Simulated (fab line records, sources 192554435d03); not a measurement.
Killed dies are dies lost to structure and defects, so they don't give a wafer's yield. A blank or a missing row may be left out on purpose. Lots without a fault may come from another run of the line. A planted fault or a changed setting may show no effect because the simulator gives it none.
Which tool did it? | flow n5_finfet | 24 lots, 72 wafers sampled, at 5 steps of a route of 1938

WHAT THE GAUGES READ, wafer by wafer
N5_SD_EPI_N_CD_MEAS_09: target cd 120 nm.
lot  | measured    | on        | cd_nm (nm)
L074 | day 3 04:17 | cd_sem-01 | 119.5 119.5 117.7
L075 | day 3 06:10 | cd_sem-03 | 120.3 120.1 120.3
L076 | day 3 12:10 | cd_sem-03 | 119.8 119.8 119.6
L077 | day 3 18:41 | cd_sem-03 | 119.2 118.5 119.3
L078 | day 4 00:39 | cd_sem-03 | 120.4 119.9 120.2
L079 | day 4 05:46 | cd_sem-03 | 120.4 120.6 119.0
L080 | day 4 14:23 | cd_sem-01 | 118.9 118.9 118.9
L081 | day 4 18:48 | cd_sem-01 | 120.5 118.2 119.9
L082 | day 5 02:11 | cd_sem-02 | 120.7 119.4 120.9
L083 | day 5 09:51 | cd_sem-01 | 119.9 120.1 119.6
L084 | day 5 12:07 | cd_sem-01 | 121.3 120.5 119.7
L085 | day 5 22:11 | cd_sem-03 | 119.0 119.4 118.4
L086 | day 6 01:38 | cd_sem-01 | 120.2 120.2 120.0
L087 | day 6 06:52 | cd_sem-02 | 120.6 120.1 120.3
L088 | day 6 12:31 | cd_sem-03 | 120.4 119.6 120.3
L089 | day 6 17:39 | cd_sem-02 | 119.6 119.3 119.9
L090 | day 7 00:50 | cd_sem-01 | 119.7 119.7 119.8
L092 | day 7 13:39 | cd_sem-02 | 120.7 119.8 119.9
L093 | day 7 21:16 | cd_sem-01 | 120.5 119.9 120.1
L094 | day 8 00:43 | cd_sem-03 | 120.3 120.6 119.0
L095 | day 8 06:47 | cd_sem-02 | 120.6 119.6 120.0
L096 | day 8 13:08 | cd_sem-02 | 119.6 119.6 120.0
L097 | day 8 20:17 | cd_sem-01 | 119.5 119.4 119.9
L091 | day 8 21:56 | cd_sem-03 | 120.5 119.8 120.3

N5_SD_EPI_N_EPI_MEAS_23.
lot  | measured    | on            | thk_nm (nm)
L074 | day 3 08:31 | film_metro-02 | 58.8 59.2 57.0
L075 | day 3 11:30 | film_metro-01 | 58.9 58.1 59.4
L076 | day 3 16:23 | film_metro-01 | 59.0 59.5 59.2
L077 | day 3 23:14 | film_metro-02 | 58.4 59.9 57.9
L078 | day 4 05:17 | film_metro-02 | 59.1 56.9 59.0
L079 | day 4 09:28 | film_metro-01 | 59.4 60.0 60.4
L080 | day 4 19:35 | film_metro-01 | 59.8 59.2 58.3
L081 | day 4 23:01 | film_metro-02 | 60.9 59.8 59.9
L082 | day 5 05:55 | film_metro-01 | 58.5 61.9 58.6
L083 | day 5 14:04 | film_metro-02 | 57.5 60.1 58.2
L084 | day 5 16:20 | film_metro-02 | 58.3 60.7 59.4
L085 | day 6 02:26 | film_metro-01 | 58.9 59.7 58.9
L086 | day 6 06:51 | film_metro-02 | 57.3 59.7 59.8
L087 | day 6 12:12 | film_metro-02 | 59.0 59.1 58.8
L088 | day 6 16:13 | film_metro-01 | 61.2 60.9 59.8
L089 | day 6 23:08 | film_metro-01 | 59.4 59.4 59.7
L090 | day 7 05:03 | film_metro-01 | 58.1 58.9 58.9
L092 | day 7 17:08 | film_metro-01 | 58.3 58.5 60.3
L093 | day 8 01:30 | film_metro-02 | 59.6 59.2 59.4
L094 | day 8 04:11 | film_metro-02 | 59.8 57.6 60.0
L095 | day 8 10:17 | film_metro-01 | 58.9 59.4 61.4
L096 | day 8 17:21 | film_metro-01 | 58.6 57.8 59.1
L097 | day 8 23:49 | film_metro-02 | 59.7 58.9 58.1
L091 | day 9 01:56 | film_metro-01 | 59.0 59.0 59.6

N5_SD_EPI_P_CD_MEAS_09: target cd 240 nm.
lot  | measured    | on        | cd_nm (nm)
L074 | day 3 09:29 | cd_sem-02 | 239.5 240.8 240.7
L075 | day 3 12:27 | cd_sem-02 | 239.3 239.3 239.0
L076 | day 3 17:31 | cd_sem-01 | 240.0 240.2 240.7
L077 | day 4 00:05 | cd_sem-02 | 239.7 239.6 240.7
L078 | day 4 06:14 | cd_sem-02 | 240.2 239.3 239.6
L079 | day 4 10:25 | cd_sem-03 | 240.4 240.8 239.6
L080 | day 4 20:25 | cd_sem-02 | 239.9 239.9 240.4
L081 | day 5 00:09 | cd_sem-01 | 241.1 240.1 240.5
L082 | day 5 06:52 | cd_sem-01 | 239.6 238.5 239.1
L083 | day 5 15:11 | cd_sem-01 | 239.2 238.3 239.5
L084 | day 5 18:17 | cd_sem-01 | 237.9 239.5 239.9
L085 | day 6 03:16 | cd_sem-02 | 240.6 240.4 238.7
L086 | day 6 07:52 | cd_sem-02 | 239.1 237.6 238.5
L087 | day 6 13:13 | cd_sem-01 | 239.1 238.9 240.0
L088 | day 6 17:02 | cd_sem-01 | 238.6 238.4 238.1
L089 | day 7 00:09 | cd_sem-01 | 239.6 240.2 240.0
L090 | day 7 05:53 | cd_sem-01 | 240.1 240.0 239.5
L092 | day 7 18:06 | cd_sem-01 | 239.7 238.9 239.6
L093 | day 8 02:27 | cd_sem-02 | 239.1 239.0 239.2
L094 | day 8 05:01 | cd_sem-01 | 240.7 240.5 239.7
L095 | day 8 11:14 | cd_sem-02 | 240.0 239.2 239.7
L096 | day 8 19:28 | cd_sem-02 | 239.6 240.4 239.1
L097 | day 9 00:38 | cd_sem-01 | 239.8 238.8 239.4
L091 | day 9 02:46 | cd_sem-03 | 239.1 238.5 238.7

N5_SD_EPI_P_EPI_MEAS_23.
lot  | measured    | on            | thk_nm (nm)
L074 | day 3 13:57 | film_metro-02 | 61.4 63.5 60.8
L075 | day 3 16:06 | film_metro-02 | 59.9 61.8 60.3
L076 | day 3 21:09 | film_metro-01 | 62.6 60.4 61.3
L077 | day 4 03:44 | film_metro-01 | 60.7 61.9 59.7
L078 | day 4 10:33 | film_metro-02 | 61.8 59.2 61.6
L079 | day 4 14:04 | film_metro-02 | 64.0 62.4 59.9
L080 | day 5 00:04 | film_metro-02 | 60.9 61.0 61.6
L081 | day 5 04:56 | film_metro-01 | 60.6 60.1 61.2
L082 | day 5 11:20 | film_metro-02 | 62.4 63.6 61.7
L083 | day 5 19:40 | film_metro-01 | 60.0 59.4 61.5
L084 | day 5 23:43 | film_metro-01 | 61.5 62.3 63.0
L085 | day 6 08:52 | film_metro-01 | 61.3 61.6 60.8
L086 | day 6 12:22 | film_metro-02 | 62.4 62.0 61.7
L087 | day 6 18:53 | film_metro-02 | 59.7 60.0 60.8
L088 | day 6 21:32 | film_metro-02 | 60.1 61.6 60.6
L089 | day 7 04:37 | film_metro-02 | 61.9 60.9 60.3
L090 | day 7 10:25 | film_metro-02 | 61.6 61.1 60.0
L092 | day 7 23:28 | film_metro-01 | 63.1 62.2 63.3
L093 | day 8 06:55 | film_metro-02 | 62.8 61.0 62.3
L094 | day 8 08:39 | film_metro-02 | 62.2 60.1 60.9
L095 | day 8 16:01 | film_metro-01 | 61.4 59.7 63.3
L096 | day 8 23:56 | film_metro-01 | 60.2 58.1 60.7
L097 | day 9 04:17 | film_metro-02 | 61.5 62.7 63.5
L091 | day 9 07:15 | film_metro-02 | 62.0 61.4 63.7

N5_SDB_OVL_MEAS_12.
lot  | measured    | on         | SDB_OVL (nm)
L074 | day 3 21:40 | overlay-01 | 1.0 0.7 0.1
L075 | day 3 23:58 | overlay-02 | 0.7 0.0 -0.7
L076 | day 4 05:07 | overlay-01 | -0.4 -1.2 0.5
L077 | day 4 11:27 | overlay-01 | -0.3 0.6 0.1
L078 | day 4 18:28 | overlay-02 | 0.7 0.3 -0.2
L079 | day 4 22:06 | overlay-02 | -0.2 -0.6 -0.8
L080 | day 5 08:52 | overlay-01 | 0.1 -0.7 -0.5
L081 | day 5 12:40 | overlay-02 | 0.1 0.0 0.0
L082 | day 5 18:55 | overlay-02 | -0.4 -1.0 0.2
L083 | day 6 03:23 | overlay-01 | 1.9 1.5 1.4
L084 | day 6 08:04 | overlay-01 | 2.3 1.8 0.2
L085 | day 6 16:47 | overlay-01 | 0.4 1.1 -0.1
L086 | day 6 20:12 | overlay-01 | 1.5 0.4 0.4
L087 | day 7 03:09 | overlay-01 | -0.5 1.4 0.8
L088 | day 7 05:41 | overlay-01 | 0.4 0.6 0.1
L089 | day 7 12:25 | overlay-01 | 0.5 -0.6 0.4
L090 | day 7 18:16 | overlay-01 | 0.4 -0.1 1.0
L092 | day 8 07:04 | overlay-02 | 0.1 -0.5 -0.2
L093 | day 8 14:39 | overlay-01 | -0.5 -0.8 0.3
L094 | day 8 16:57 | overlay-01 | -2.0 -1.8 -1.1
L095 | day 9 00:07 | overlay-02 | 1.2 0.1 -0.2
L096 | day 9 08:14 | overlay-02 | 0.2 -0.3 0.9
L097 | day 9 12:20 | overlay-02 | -0.3 -0.2 -0.8
L091 | day 9 15:12 | overlay-02 | 0.5 1.3 0.4

WHICH TOOL RAN EACH LOT (tool, then ch and the chambers of the sampled wafers, then the start)
The record holds no process step before these readings.

WHAT THE TOOLS THEMSELVES READ (means of the sampled wafers that have a number; where no wafer has one, the mark that the record gives instead)
The record holds no such reading with a usual standard deviation.

THE ANSWER, worked out from the rows above alone
Rule: what is usual is taken from the lots themselves. Put in order of their means at a reading, lots are off if they are a third of the lots or fewer, leave a main group of 4 or more, and stand apart from it by a gap of 3 or more times the standard deviation of the main group's means; of several such gaps the widest counts. A main group whose means are all the same, to the digits that the tables above print for the reading, isn't used. A lot without any number at a reading at which 4 lots or more have one is off too. The other lots that the step has rows for count as sound. The gauges are gone through in route order, then the tools' own readings, and for those a lot's mean is taken as printed above. The first step at which some lot is off is used, and at that step the reading that is off furthest; a lot without a number counts as furthest.
No lot is off at any reading shown: from this, nothing can be told.

WHAT THE SIMULATOR HAD PUT IN
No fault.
